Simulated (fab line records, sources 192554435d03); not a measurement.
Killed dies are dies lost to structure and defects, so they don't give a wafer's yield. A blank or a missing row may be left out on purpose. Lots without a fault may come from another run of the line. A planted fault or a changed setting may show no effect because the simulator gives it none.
fab line records | flow n5_finfet
record lots=6 wafers=18 last_day=18
route steps=1938 shown BEOL_M6@1227 PASSIVATION@1936
lots that met no fault: from a run of the same line without faults
start_h: hours from the record's first day to the start of the lot's first wafer shown | wait_h: hours since the lot's step before | " the same as in the row above | L1.1+2: a row that stands for several wafers | - no value, or no start given | * or withheld: withheld | < > ~ a bound
route shown NAME@n: a module of which the file shows steps, and the number in the route of the first | usual: mean/standard deviation of fault-free wafers | same: alike in all rows | chamber/n: place in a boat | sites: the reading at each site | _std_site: their standard deviation | _edge_site: outer sites' mean less inner sites' | radius_mm: how far each site lies from the wafer's centre | mask NAME#n: copy n | behind: the tool/chamber that last shaped the wafer | hold: why the lot was held/for how many hours/how that ended | device: the transistor (n, p or np) that didn't switch | end of line: the same wafers' tests at the end of the route | a step without rows: its recipe alone | killed: dies lost to structure and defects at the first sort, not the wafer's yield | map: a wafer's dies, x killed, . not, _ none there
set.NAME: the setting as run; set.NAME@STEP: as run at that earlier step | model.NAME: the simulator's own value behind a step, which no gauge read
lots at some steps of the route; a table a step, a row a wafer
services: from which hour (start_h, from the record's first day; less than 0 if before it) a tool's chamber was out of use, for how many hours, and why
## steps
# step N5_BEOL_M6_CD_MEAS_28
# recipe target_cd_nm=40 landing_energy_ev=500 detector=se_inlens
# usual cd_nm=39.99/0.23
# columns lot.wafer tool chamber start_h wait_h cd_nm
L780.3 cd_sem-03 0 207.27 - 39.92
L780.5 " 0 " " 39.82
L780.6 " 0 " " 39.78
L788.1 cd_sem-01 0 239.70 - 39.90
L788.3 " 0 " " 40.36
L788.6 " 0 " " 39.66
L786.4 cd_sem-01 0 243.09 - 40.05
L786.5 " 0 " " 40.02
L786.6 " 0 " " 39.61
L798.2 cd_sem-03 0 313.03 - 39.86
L798.3 " 0 " " 40.07
L798.5 " 0 " " 39.53
L800.4 cd_sem-03 0 319.99 - 40.08
L800.5 " 0 " " 39.29
L800.6 " 0 " " 40.03
L802.1 cd_sem-03 0 346.54 - 40.01
L802.3 " 0 " " 40.30
L802.5 " 0 " " 39.87
# step N5_BEOL_M6_OVL_MEAS_29
# recipe points_per_wafer=522
# usual V5_OVL=-0.1/0.7
# same points_per_wafer=522
# columns lot.wafer tool chamber start_h wait_h V5_OVL[nm]
L780.3 overlay-01 0 207.31 0.0 -1.1
L780.5 " 0 " " -0.6
L780.6 " 0 " " -0.4
L788.1 overlay-01 0 239.73 0.0 -0.2
L788.3 " 0 " " 0.8
L788.6 " 0 " " 0.5
L786.4 overlay-02 0 243.13 0.0 -1.2
L786.5 " 0 " " -0.6
L786.6 " 0 " " -0.6
L798.2 overlay-01 0 313.06 0.0 0.2
L798.3 " 0 " " 0.9
L798.5 " 0 " " 1.4
L800.4 overlay-02 0 320.04 0.0 -0.5
L800.5 " 0 " " -0.6
L800.6 " 0 " " 0.5
L802.1 overlay-02 0 346.57 0.0 -0.6
L802.3 " 0 " " 0.0
L802.5 " 0 " " -0.2
# step N5_BEOL_M6_INSPECT_30
# recipe mode=adi inspect_instrument=brightfield
# usual raw_defect_count=400/80
# columns lot.wafer tool chamber start_h wait_h raw_defect_count
L780.3 defect_inspect-02 - 207.36 0.0 495
L780.5 " - " " 441
L780.6 " - " " 531
L788.1 defect_inspect-02 - 239.79 0.1 378
L788.3 " - " " 369
L788.6 " - " " 501
L786.4 defect_inspect-01 - 243.18 0.0 422
L786.5 " - " " 343
L786.6 " - " " 495
L798.2 defect_inspect-02 - 313.12 0.0 249
L798.3 " - " " 430
L798.5 " - " " 316
L800.4 defect_inspect-01 - 320.08 0.0 468
L800.5 " - " " 361
L800.6 " - " " 360
L802.1 defect_inspect-01 - 346.62 0.1 543
L802.3 " - " " 622
L802.5 " - " " 586
# step N5_BEOL_M6_DESCUM_33
# recipe chemistry=O2 time_s=7 source_power_w=50 bias_power_w=20 pressure_mtorr=20 rf_frequency_hz=2.712e+07 temp_c=40 resist=CAR-EUV o2_flow_sccm=225
# usual drypump_motor_current_A=5.7/0.42 oes_product_au=0.84/0.071 rf_vpp_V=242.7/1.3 showerhead_plenum_p_Torr=2.06/0.06 throttle_valve_pct=20.41/0.21
# same time_s=7
# columns lot.wafer tool chamber start_h wait_h drypump_motor_current_A oes_product_au rf_hours_counter_h rf_vpp_V showerhead_plenum_p_Torr throttle_valve_pct
L780.3 rie_diel-04 0 207.39 0.0 5.1 0.81 124 242.2 2.03 20.84
L780.5 " 3 " " 6.4 0.68 - 243.5 2.13 20.60
L780.6 " 0 " " 5.1 0.81 - 240.1 2.03 20.84
L788.1 rie_diel-04 0 239.82 0.0 5.2 0.79 136 240.4 2.03 20.87
L788.3 " 1 " " 5.8 0.84 69 241.4 2.04 20.32
L788.6 " 0 " " 5.2 0.78 - 242.2 2.03 20.87
L786.4 rie_diel-04 2 243.21 0.0 6.1 0.82 88 243.9 2.09 20.14
L786.5 " 2 " " 6.1 0.83 - 243.8 2.09 20.13
L786.6 " 1 " " 5.8 0.86 - 241.9 2.04 20.32
L798.2 rie_diel-03 2 313.28 0.2 5.7 0.82 84 241.3 2.00 20.28
L798.3 " 1 " " 5.6 0.88 43 242.5 2.04 20.67
L798.5 " 0 " " 5.4 0.85 - 243.0 2.03 20.47
L800.4 rie_diel-04 1 320.24 0.2 5.9 0.80 100 241.1 2.03 20.37
L800.5 " 3 " " 6.4 0.88 - 242.5 2.12 20.28
L800.6 " 2 " " 6.1 0.79 - 242.8 2.08 20.18
L802.1 rie_diel-03 1 346.68 0.1 5.5 0.85 54 241.7 2.04 20.69
L802.3 " 2 " " 5.7 0.81 96 242.5 2.00 20.29
L802.5 " 1 " " 5.5 0.85 - 242.6 2.04 20.68
# step N5_BEOL_M6_ETCH_72
# recipe chemistry=N2/H2 target=underlayer target_depth_a=65 mask_material=CAR-EUV time_s=5.2 ion_energy_ev=200 pressure_mtorr=30 source_w=840 bias_w=150 n2_flow_sccm=200 h2_flow_sccm=200 ends=cleared
# usual bias_w=150.0/0.4 drypump_motor_current_A=5.7/0.42 etch_rf_on_time_s=5.17/0.13 oes_product_au=0.71/0.063 rf_vpp_V=522.8/2.7 showerhead_plenum_p_Torr=2.51/0.079 throttle_valve_pct=17.87/0.17
# columns lot.wafer tool chamber start_h wait_h bias_w drypump_motor_current_A etch_rf_on_time_s oes_product_au rf_hours_counter_h rf_vpp_V showerhead_plenum_p_Torr throttle_valve_pct
L780.3 rie_diel-04 0 207.43 0.0 150.5 5.2 5.08 0.68 124 522.9 2.45 18.16
L780.5 " 3 " " 149.0 6.4 5.28 0.57 - 525.9 2.62 18.24
L780.6 " 0 " " 150.4 5.1 5.06 0.69 - 521.1 2.45 18.16
L788.1 rie_diel-04 0 239.86 0.0 149.8 5.1 5.17 0.67 136 521.7 2.44 18.19
L788.3 " 1 " " 150.1 5.8 5.18 0.72 69 520.9 2.48 17.77
L788.6 " 0 " " 150.5 5.2 5.15 0.66 - 521.0 2.44 18.20
L786.4 rie_diel-04 2 243.24 0.0 150.2 6.1 4.91 0.71 88 526.9 2.56 17.58
L786.5 " 2 " " 150.1 6.1 4.86 0.71 - 524.0 2.56 17.57
L786.6 " 1 " " 150.7 5.9 5.14 0.72 - 520.5 2.47 17.78
L798.2 rie_diel-03 2 313.32 0.0 149.6 5.7 5.29 0.68 84 520.7 2.47 17.85
L798.3 " 1 " " 150.4 5.6 5.09 0.75 43 522.5 2.49 18.08
L798.5 " 0 " " 150.6 5.5 5.40 0.72 - 520.2 2.46 17.84
L800.4 rie_diel-04 1 320.27 0.0 149.7 5.8 5.23 0.69 100 520.9 2.46 17.83
L800.5 " 3 " " 150.6 6.4 5.23 0.74 - 526.2 2.60 17.90
L800.6 " 2 " " 150.8 6.1 4.93 0.68 - 523.0 2.55 17.65
L802.1 rie_diel-03 1 346.72 0.0 150.2 5.6 5.02 0.74 54 522.8 2.48 18.08
L802.3 " 2 " " 149.7 5.7 5.29 0.67 96 520.3 2.47 17.87
L802.5 " 1 " " 149.4 5.5 5.02 0.74 - 521.4 2.48 18.09
# step N5_BEOL_M6_ETCH_65
# recipe chemistry=CF4 target=SiARC target_depth_a=156 mask_material=CAR-EUV time_s=26 ion_energy_ev=80 pressure_mtorr=40 source_w=545 bias_w=36 Ar_flow_sccm=100 cf4_flow_sccm=100 ends=cleared
# usual bias_w=36.01/0.11 drypump_motor_current_A=5.7/0.42 etch_rf_on_time_s=25.8/0.64 oes_product_au=0.72/0.064 rf_vpp_V=183.7/1 showerhead_plenum_p_Torr=2.11/0.061 throttle_valve_pct=15.58/0.19
# columns lot.wafer tool chamber start_h wait_h bias_w drypump_motor_current_A etch_rf_on_time_s oes_product_au rf_hours_counter_h rf_vpp_V showerhead_plenum_p_Torr throttle_valve_pct
L780.3 rie_diel-04 0 207.44 0.0 35.92 5.1 25.1 0.69 124 184.1 2.07 15.88
L780.5 " 3 " " 36.01 6.4 26.4 0.59 - 183.4 2.19 15.94
L780.6 " 0 " " 35.83 5.2 25.4 0.68 - 183.8 2.07 15.89
L788.1 rie_diel-04 0 239.87 0.0 36.00 5.2 25.4 0.67 136 182.1 2.07 15.90
L788.3 " 1 " " 36.04 5.8 25.8 0.73 69 182.9 2.08 15.41
L788.6 " 0 " " 35.97 5.2 25.7 0.67 - 183.1 2.07 15.89
L786.4 rie_diel-04 2 243.26 0.0 35.99 6.1 25.6 0.70 88 185.3 2.15 15.38
L786.5 " 2 " " 35.88 6.1 25.1 0.70 - 183.6 2.15 15.39
L786.6 " 1 " " 35.99 5.8 26.5 0.71 - 183.4 2.08 15.41
L798.2 rie_diel-03 2 313.33 0.0 35.86 5.7 26.1 0.68 84 183.3 2.08 15.56
L798.3 " 1 " " 36.01 5.5 24.9 0.76 43 183.2 2.09 15.80
L798.5 " 0 " " 35.89 5.4 26.4 0.72 - 183.1 2.09 15.69
L800.4 rie_diel-04 1 320.29 0.0 36.03 5.8 26.1 0.69 100 182.2 2.07 15.46
L800.5 " 3 " " 36.16 6.4 26.2 0.75 - 186.0 2.18 15.50
L800.6 " 2 " " 36.11 6.1 24.9 0.67 - 184.0 2.14 15.44
L802.1 rie_diel-03 1 346.73 0.0 35.77 5.5 25.6 0.74 54 182.5 2.09 15.81
L802.3 " 2 " " 36.02 5.7 26.7 0.66 96 183.6 2.07 15.57
L802.5 " 1 " " 35.68 5.5 25.4 0.74 - 185.6 2.09 15.81
# step N5_BEOL_M6_ETCH_66
# recipe chemistry=N2/H2 target=SOC target_depth_a=800 overetch_a=160 mask_material=SiARC temp_c=40 time_s=120 ion_energy_ev=200 pressure_mtorr=30 source_w=840 bias_w=150 n2_flow_sccm=200 h2_flow_sccm=200
# step N5_BEOL_M6_STRIP_69
# recipe chemistry=N2/H2 temp_c=40 n2_flow_sccm=200 h2_flow_sccm=200 rf_frequency_hz=6e+07
# step N5_BEOL_M6_STRIP_73
# recipe chemistry=N2/H2 temp_c=40 n2_flow_sccm=200 h2_flow_sccm=200 rf_frequency_hz=6e+07
# step N5_BEOL_M6_VIA_ETCH_34
# recipe chemistry=C4F6/O2 target=SiCOH_lowk target_depth_a=1263 mask_material=SOC taper_deg=4 time_s=50.9 ion_energy_ev=250 pressure_mtorr=30 source_w=345 bias_w=185 Ar_flow_sccm=300 C4F6_flow_sccm=10 O2_flow_sccm=10
# step N5_BEOL_M6_STRIP_76
# recipe chemistry=C4F6/O2 resist=SiARC rf_frequency_hz=6e+07
# step N5_BEOL_M6_STRIP_36
# recipe chemistry=N2/H2 power_w=450 temp_c=40 pressure_mtorr=20 rf_frequency_hz=6e+07 overash_fraction=0.3 bias_power_w=7 h2_frac=0.5 n2_flow_sccm=200 h2_flow_sccm=200
# usual drypump_motor_current_A=5.7/0.42 oes_product_au=0.84/0.071 power_w=450.0/1.3 rf_vpp_V=59.0/1.4 showerhead_plenum_p_Torr=2.51/0.079 throttle_valve_pct=23.70/0.21
# columns lot.wafer tool chamber start_h wait_h drypump_motor_current_A oes_product_au power_w rf_hours_counter_h rf_vpp_V showerhead_plenum_p_Torr throttle_valve_pct
L780.3 rie_diel-04 0 207.63 0.0 5.1 0.80 449.6 124 57.8 2.44 24.07
L780.5 " 3 " " 6.4 0.67 450.9 - 57.4 2.62 24.04
L780.6 " 0 " " 5.2 0.80 449.4 - 57.1 2.44 24.09
L788.1 rie_diel-04 0 240.06 0.0 5.1 0.78 448.6 136 59.6 2.44 24.09
L788.3 " 1 " " 5.8 0.85 450.4 69 59.3 2.47 23.68
L788.6 " 0 " " 5.1 0.79 451.9 - 60.4 2.44 24.12
L786.4 rie_diel-04 2 243.44 0.0 6.1 0.82 450.4 88 59.6 2.56 23.26
L786.5 " 2 " " 6.1 0.83 449.3 - 62.2 2.56 23.27
L786.6 " 1 " " 5.8 0.85 450.3 - 59.4 2.47 23.65
L798.2 rie_diel-03 2 313.52 0.0 5.7 0.82 449.9 84 59.8 2.47 23.63
L798.3 " 1 " " 5.5 0.87 450.9 43 57.6 2.48 23.85
L798.5 " 0 " " 5.4 0.86 447.8 - 56.0 2.46 23.59
L800.4 rie_diel-04 1 320.47 0.0 5.8 0.80 452.1 100 55.3 2.46 23.69
L800.5 " 3 " " 6.4 0.87 449.2 - 58.1 2.60 23.83
L800.6 " 2 " " 6.2 0.80 450.2 - 59.6 2.54 23.33
L802.1 rie_diel-03 1 346.91 0.0 5.5 0.86 448.3 54 57.1 2.48 23.88
L802.3 " 2 " " 5.7 0.80 449.7 96 60.5 2.46 23.68
L802.5 " 1 " " 5.5 0.85 448.1 - 60.0 2.48 23.90
# step N5_BEOL_M6_TRENCH_ETCH_37
# recipe chemistry=C4F6/O2 target_depth_a=944.35 target=SiCOH_lowk time_s=31.5 ion_energy_ev=250 pressure_mtorr=30 source_w=345 bias_w=185 Ar_flow_sccm=300 C4F6_flow_sccm=10 O2_flow_sccm=10
# usual bias_w=185.0/0.59 drypump_motor_current_A=5.7/0.42 oes_product_au=0.84/0.073 rf_vpp_V=659/13 showerhead_plenum_p_Torr=2.81/0.082 throttle_valve_pct=20.94/0.18
# same time_s=31.5
# columns lot.wafer tool chamber start_h wait_h bias_w drypump_motor_current_A oes_product_au rf_hours_counter_h rf_vpp_V showerhead_plenum_p_Torr throttle_valve_pct model.etch.depth_nm model.BEOL_M6.feature_depth_nm
L780.3 rie_diel-04 0 207.67 - 184.8 5.2 0.80 124 647 2.75 21.26 94.98 95
L780.5 " 3 " " 184.5 6.4 0.68 - 670 2.92 21.24 91.91 92
L780.6 " 0 " " 184.7 5.2 0.80 - 646 2.75 21.24 94.91 95
L788.1 rie_diel-04 0 240.10 - 185.0 5.1 0.79 136 646 2.75 21.27 95.05 95
L788.3 " 1 " " 169.5 5.8 0.83 69 610 2.77 20.79 91.54 91.6
L788.6 " 0 " " 185.0 5.1 0.78 - 648 2.75 21.25 93.98 94
L786.4 rie_diel-04 2 243.48 - 185.7 6.1 0.83 88 650 2.87 20.70 96.76 96.8
L786.5 " 2 " " 185.0 6.1 0.82 - 650 2.87 20.70 96.62 96.6
L786.6 " 1 " " 170.5 5.8 0.83 - 610 2.77 20.80 91.22 91.2
L798.2 rie_diel-03 2 313.56 - 185.3 5.7 0.80 84 669 2.76 20.93 93.49 93.4
L798.3 " 1 " " 185.2 5.5 0.88 43 656 2.79 21.22 95.76 95.8
L798.5 " 0 " " 184.6 5.4 0.85 - 650 2.76 20.94 92.7 92.6
L800.4 rie_diel-04 1 320.51 - 185.0 5.8 0.80 100 653 2.76 20.84 93.5 93.6
L800.5 " 3 " " 184.7 6.4 0.89 - 669 2.91 20.93 94.58 94.6
L800.6 " 2 " " 185.6 6.1 0.78 - 650 2.85 20.75 95.94 96
L802.1 rie_diel-03 1 346.95 - 184.5 5.6 0.87 55 654 2.78 21.24 96.95 97
L802.3 " 2 " " 184.7 5.7 0.79 96 669 2.76 20.96 95.02 95
L802.5 " 1 " " 185.2 5.6 0.85 - 657 2.78 21.23 95.33 95.4
# step N5_BEOL_M6_ETCH_41
# recipe chemistry=CH3F/O2 target=SiCN target_depth_a=297 taper_deg=2 time_s=52 ion_energy_ev=120 mask_material=TiN pressure_mtorr=30 source_w=395 bias_w=75 Ar_flow_sccm=150 CH3F_flow_sccm=30 O2_flow_sccm=20
# usual CH3F_flow_sccm=30.00/0.094 bias_w=74.98/0.2 drypump_motor_current_A=5.7/0.42 oes_product_au=0.84/0.072 rf_vpp_V=296.9/1.4 showerhead_plenum_p_Torr=1.97/0.06 throttle_valve_pct=16.30/0.18
# same time_s=52
# columns lot.wafer tool chamber start_h wait_h CH3F_flow_sccm bias_w drypump_motor_current_A oes_product_au rf_hours_counter_h rf_vpp_V showerhead_plenum_p_Torr throttle_valve_pct
L780.3 rie_diel-04 0 - - 29.96 74.79 5.1 0.80 124 296.1 1.94 16.61
L780.5 " 3 " " 29.98 74.85 6.4 0.68 - 299.6 2.06 16.64
L780.6 " 0 " " 30.10 75.07 5.1 0.80 - 294.6 1.94 16.60
L788.1 rie_diel-04 0 - - 29.94 75.41 5.1 0.78 136 296.1 1.93 16.65
L788.3 " 1 " " 29.99 74.73 5.8 0.84 69 296.8 1.95 16.15
L788.6 " 0 " " 30.11 75.18 5.2 0.79 - 293.5 1.93 16.62
L786.4 rie_diel-04 2 - - 29.91 75.23 6.1 0.83 88 296.3 2.01 16.10
L786.5 " 2 " " 30.07 75.12 6.1 0.83 - 297.4 2.01 16.11
L786.6 " 1 " " 29.93 75.17 5.8 0.84 - 295.4 1.95 16.17
L798.2 rie_diel-03 2 - - 29.96 75.04 5.7 0.81 84 295.9 1.94 16.30
L798.3 " 1 " " 30.10 75.09 5.6 0.88 43 295.9 1.95 16.51
L798.5 " 0 " " 29.89 74.88 5.4 0.86 - 297.5 1.94 16.31
L800.4 rie_diel-04 1 - - 29.69 75.23 5.8 0.80 100 296.9 1.94 16.23
L800.5 " 3 " " 30.00 74.97 6.4 0.89 - 297.8 2.04 16.26
L800.6 " 2 " " 29.94 74.75 6.1 0.79 - 296.6 2.00 16.16
L802.1 rie_diel-03 1 - - 30.20 75.22 5.6 0.87 55 295.9 1.95 16.55
L802.3 " 2 " " 30.03 74.92 5.7 0.79 96 295.9 1.93 16.33
L802.5 " 1 " " 30.04 75.18 5.6 0.86 - 295.5 1.95 16.56
# step N5_PASSIVATION_PROBE_49
# usual defect_limited_yield=91.4/1.4 killed_at_M0_to_M3=32/10 killed_at_M4_up=13/5.6 killed_at_contacts=13/6.6 killed_at_front_end=39/13 killed_at_other=3.4/2.8 killed_dies=101/17 killed_open=66/13 killed_short=33/7 sort_bin_5_function=5.0/0.93 sort_bin_6_memory=3.2/0.65 sort_n_pass=1078/17 sort_yield_pct=91.4/1.4
# same gross_dies=1180 killed_at_back_side=0 sort_bin_4_leakage[%]=0 sort_bin_8_speed[%]=0
# columns lot.wafer tool chamber start_h wait_h defect_limited_yield[%] killed_at_M0_to_M3 killed_at_M4_up killed_at_contacts killed_at_front_end killed_at_other killed_dies killed_open killed_short sort_bin_5_function[%] sort_bin_6_memory[%] sort_n_pass sort_yield_pct[%]
L786.4 prober-01 - 335.10 0.2 90.9 27 21 5 45 9 107 72 34 5.3 3.5 1073 90.9
L786.5 prober-01 - 335.15 0.2 90.5 51 8 8 41 4 112 65 41 5.5 3.2 1068 90.5
L786.6 prober-01 - 335.20 0.3 90.5 54 12 2 42 2 112 76 36 6.0 3.2 1068 90.5
L798.2 prober-01 - 399.12 0.1 93.0 40 4 11 27 1 83 47 30 4.1 2.2 1097 93.0
L798.3 prober-01 - 399.17 0.1 92.2 31 20 7 31 3 92 63 28 5.2 2.4 1088 92.2
L798.5 prober-01 - 399.27 0.2 93.1 42 7 4 26 2 81 48 33 3.6 3.1 1099 93.1
L800.6 prober-01 - 408.64 0.3 89.4 22 17 7 78 1 125 95 29 6.9 3.6 1055 89.4
# killed by level:class
L786.4 BEOL_M4:geometric_particle:open=13 FIN_SAQP:geometric_particle:open=12 BEOL_M2:geometric_particle:open=9 DUMMY_GATE:geometric_particle:open=8 BEOL_M0_SAQP:geometric_particle:open=7 DUMMY_GATE:geometric_particle:short=5 GATE_CUT:geometric_particle:open=5 FIN_SAQP:geometric_particle:short=3
L786.5 BEOL_M2:geometric_particle:open=11 BEOL_M3:geometric_particle:open=11 BEOL_M0_SAQP:geometric_particle:short=10 BEOL_M0_SAQP:geometric_particle:open=10 GATE_CUT:geometric_particle:short=9 MOL_CONTACT_COAG:geometric_particle:open=7 FIN_SAQP:geometric_particle:short=6 DUMMY_GATE:geometric_particle:open=6
L786.6 FIN_SAQP:geometric_particle:open=18 BEOL_M2:geometric_particle:open=17 BEOL_M0_SAQP:geometric_particle:short=10 BEOL_M3:geometric_particle:open=10 FIN_SAQP:geometric_particle:short=7 BEOL_M0_SAQP:geometric_particle:open=7 BEOL_M3:geometric_particle:short=6 BEOL_M5:geometric_particle:open=5
L798.2 BEOL_M2:geometric_particle:open=10 BEOL_M3:geometric_particle:open=9 MOL_CONTACT_COAG:geometric_particle:open=7 BEOL_M0_SAQP:geometric_particle:open=7 BEOL_M0_SAQP:geometric_particle:short=6 HKMG_FIN:area_etch=6 MOL_CONTACT_COAG:geometric_particle:short=4 FIN_SAQP:geometric_particle:open=3
L798.3 BEOL_M4:geometric_particle:open=9 BEOL_M2:geometric_particle:open=9 FIN_SAQP:geometric_particle:open=8 BEOL_M0_SAQP:geometric_particle:open=8 MOL_CONTACT_COAG:geometric_particle:open=7 BEOL_M0_SAQP:geometric_particle:short=6 FIN_SAQP:geometric_particle:short=5 STARTING-WAFER:geometric_particle:short=5
L798.5 BEOL_M2:geometric_particle:open=13 BEOL_M0_SAQP:geometric_particle:short=7 FIN_SAQP:geometric_particle:open=6 BEOL_M1:geometric_particle:short=5 BEOL_M0_SAQP:geometric_particle:open=5 BEOL_M3:geometric_particle:open=5 FIN_SAQP:geometric_particle:short=4 STARTING-WAFER:geometric_particle:short=4
L800.6 STI_FIN_REVEAL:geometric_particle:open=43 FIN_SAQP:geometric_particle:short=11 FIN_SAQP:geometric_particle:open=9 BEOL_M5:geometric_particle:open=9 MOL_CONTACT_COAG:geometric_particle:open=7 BEOL_M1:geometric_particle:open=5 STI_FIN_REVEAL:geometric_particle:short=4 BEOL_M0_SAQP:geometric_particle:short=4
## services
# columns tool chamber start_h hours kind
rie_diel-04 3 212.00 - clean
rie_diel-04 3 212.00 - consumable_replace:focus_ring
rie_diel-04 3 212.00 22.3 scheduled_down
rie_diel-04 3 212.00 22.3 vent_cycle
rie_diel-04 0 259.93 44.6 repair
rie_diel-03 1 300.65 1.3 repair
rie_diel-04 0 315.19 1.6 repair
rie_diel-03 3 345.01 - clean
rie_diel-03 3 345.01 - consumable_replace:focus_ring
rie_diel-03 3 345.01 - consumable_replace:showerhead
rie_diel-03 3 345.01 15.3 scheduled_down
rie_diel-03 3 345.01 15.3 vent_cycle
## key
first_sign step=N5_BEOL_M6_TRENCH_ETCH_37 reading=bias_w direction=down sigmas=25 usual=* struck=*
effect step=N5_BEOL_M6_TRENCH_ETCH_37 reading=rf_vpp_V direction=down sigmas=3.8 usual=659 struck=610
model_effect step=N5_BEOL_M6_TRENCH_ETCH_37 value=etch.depth_nm without=93.85 struck=91.38
met_at N5_BEOL_M6_TRENCH_ETCH_37
struck_wafers L786.6,L788.3
fault kind=process_parameter_drift tool=rie_diel-04 chamber=1 onset_h=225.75 steps=N5_BEOL_M6_TRENCH_ETCH_37 channel=bias_w offset=* shape=step end_h=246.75 acts_in=* stated=*
